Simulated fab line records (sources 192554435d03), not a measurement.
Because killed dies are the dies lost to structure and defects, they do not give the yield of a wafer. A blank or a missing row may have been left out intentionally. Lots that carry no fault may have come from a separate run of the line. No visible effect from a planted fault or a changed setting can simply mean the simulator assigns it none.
Lot-split experiment    flow n5-finfet    21 wafers read across 7 lots, on a route 1938 steps long

== ON THE SPLIT ==
At N5_MOL_CONTACT_COAG_COAT_62 (time 60 s, resist thk 60 nm), the setting spin-rpm was moved away from the recipe's 1500 rpm on 10 of the 21 wafers read, by -10.5% to +10.5%. This setting was run at the recipe's value on the other wafers.

== FROM THE SPLIT TO THE READING: what the file shows between them, 9 steps ==
- N5_MOL_CONTACT_COAG_COAT_63: time 60 s, resist thk 10 nm
- N5_MOL_CONTACT_COAG_COAT_64: time 60 s, resist thk 10 nm
- N5_MOL_CONTACT_COAG_ALD_133: deposits SiO2, target thk 5 nm, pulse time 1 s, co reactant pulse time 1 s
- N5_MOL_CONTACT_COAG_ETCHBACK_134: etches SiO2 in CHF3, target depth 10 nm, time 6.7 s
- N5_MOL_CONTACT_COAG_ETCH_67: etches SOC in N2/H2, target depth 60 nm, overetch 21 nm, time 101.2 s
- N5_MOL_CONTACT_COAG_STRIP_68: strips in N2/H2
- N5_MOL_CONTACT_COAG_STRIP_69: strips in N2/H2
- N5_MOL_CONTACT_COAG_VIA_ETCH_117: etches SiO2 in C4F6/O2, target depth 40 nm, overetch 8 nm, time 26 s
- N5_MOL_CONTACT_COAG_ETCH_124: etches SiNx in CH3F/O2, stops on SiOC, target depth 6.5 nm

== THE READING ==
SOC_of_MOL_CONTACT_COAG_COAT_62.thk-nm (the simulator's own value, which no gauge read), in nm, at N5_MOL_CONTACT_COAG_ETCH_48 (etches SiOC in C4F6/O2, target depth 15 nm, overetch 4.5 nm, time 17 s). The file does not state a usual value for it. Here, 11 wafers ran the recipe; their average is 45.9 nm with a standard deviation of 0.17 nm.

wafer   tool, chamber at the split  spin-rpm as run, rpm  against the recipe  SOC_of_MOL_CONTACT_COAG_COAT_62.thk-nm, nm  against lot-mates on the recipe
L074.2  litho-track-03, 0           1657                  +10.5%              43.2                                        -2.8
L074.6  litho-track-03, 0           1657                  +10.5%              43.2                                        -2.8
L074.4  litho-track-03, 0           1500                  recipe              46                                          -
L075.3  litho-track-03, 0           1500                  recipe              45.8                                        -
L075.5  litho-track-03, 0           1543                  +2.9%               45                                          -0.7
L075.6  litho-track-03, 0           1500                  recipe              45.6                                        -
L080.1  litho-track-03, 0           1500                  recipe              46                                          -
L080.2  litho-track-03, 0           1621                  +8.1%               44                                          -2.1
L080.4  litho-track-03, 0           1500                  recipe              46.2                                        -
L082.1  litho-track-01, 0           1500                  recipe              45.8                                        -
L082.3  litho-track-01, 0           1399                  -6.7%               48                                          +2.2
L082.6  litho-track-01, 0           1399                  -6.7%               47.8                                        +2.0
L084.3  litho-track-04, 0           1500                  recipe              45.8                                        -
L084.4  litho-track-04, 0           1500                  recipe              46                                          -
L084.5  litho-track-04, 0           1500                  recipe              46                                          -
L088.2  litho-track-04, 0           1343                  -10.5%              49.2                                        no lot-mate on the recipe
L088.4  litho-track-04, 0           1343                  -10.5%              49.8                                        no lot-mate on the recipe
L088.6  litho-track-04, 0           1343                  -10.5%              49.4                                        no lot-mate on the recipe
L091.3  litho-track-01, 0           1556                  +3.7%               44.8                                        -1.3
L091.5  litho-track-01, 0           1500                  recipe              46                                          -
L091.6  litho-track-01, 0           1500                  recipe              46.2                                        -

FIT RESULTS
A straight line over all 21 wafers: SOC_of_MOL_CONTACT_COAG_COAT_62.thk-nm changes by -0.298 nm for each +1% of spin-rpm; r = -0.99; the points scatter about the line by 0.26 nm.
The same after taking each lot's own level away (the mean of its wafers on the recipe; 18 wafers): -0.281 nm for each +1%; r = -0.99; scatter 0.14 nm.
On that fit, the largest move of spin-rpm shifts the reading by 2.9 nm.
From 45.70 to 46.10 nm: that is the span of the lots' own levels, equal to 2.3 times the standard deviation above.
The two slopes agree, so the slope changes little with the lot-to-lot level.
Check: -2.94 nm against its lot-mates is what the line predicts for one of the wafers moved furthest among these (+10.5%) when that wafer is left out of the fit. It came out at -2.8 nm against them.

== FURTHER SPLITS ON THESE WAFERS ==
These wafers also went through other splits before the reading. Each is held against what the fit with the lots' levels taken away leaves over:
other split on the same wafers        wafers away from the commonest value  r with SOC_of_MOL_CONTACT_COAG_COAT_62.thk-nm (lot level and that fit taken away)
N5_SD_EPI_P_ETCH_16 target-depth-a    6                                     +0.26
N5_SD_EPI_P_EPI_21 epi-growth-time-s  11                                    +0.30
N5_SDB_ETCH_25 time-s                 9                                     -0.10
N5_GATE_CUT_ETCH_56 bias-w            5                                     +0.08
N5_GATE_CUT_ETCH_58 source-w          7                                     +0.17
N5_GATE_CUT_CUT_ETCH_53 icp-w         10                                    -0.22

== THE WHOLE CHAIN: every reading that the file lists as answering this split, in the file's order ==
step                         what it does                                                            reading                                                                                  change (the file's fit)                r (the file's)
N5_MOL_CONTACT_COAG_COAT_62  time 60 s, resist thk 60 nm                                             SOC_of_MOL_CONTACT_COAG_COAT_62.thk-nm (the simulator's own value, which no gauge read)  -0.266 nm for each +1% of the setting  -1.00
N5_MOL_CONTACT_COAG_ETCH_67  etches SOC in N2/H2, target depth 60 nm, overetch 21 nm, time 101.2 s   etch.depth-nm (the simulator's own value, which no gauge read)                           -0.27 nm for each +1% of the setting   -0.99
N5_MOL_CONTACT_COAG_ETCH_48  etches SiOC in C4F6/O2, target depth 15 nm, overetch 4.5 nm, time 17 s  SOC_of_MOL_CONTACT_COAG_COAT_62.thk-nm (the simulator's own value, which no gauge read)  -0.278 nm for each +1% of the setting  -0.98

== FILE'S OWN FIT ==
SOC_of_MOL_CONTACT_COAG_COAT_62.thk-nm changes by -0.278 nm for each +1% of spin-rpm, r = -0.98.
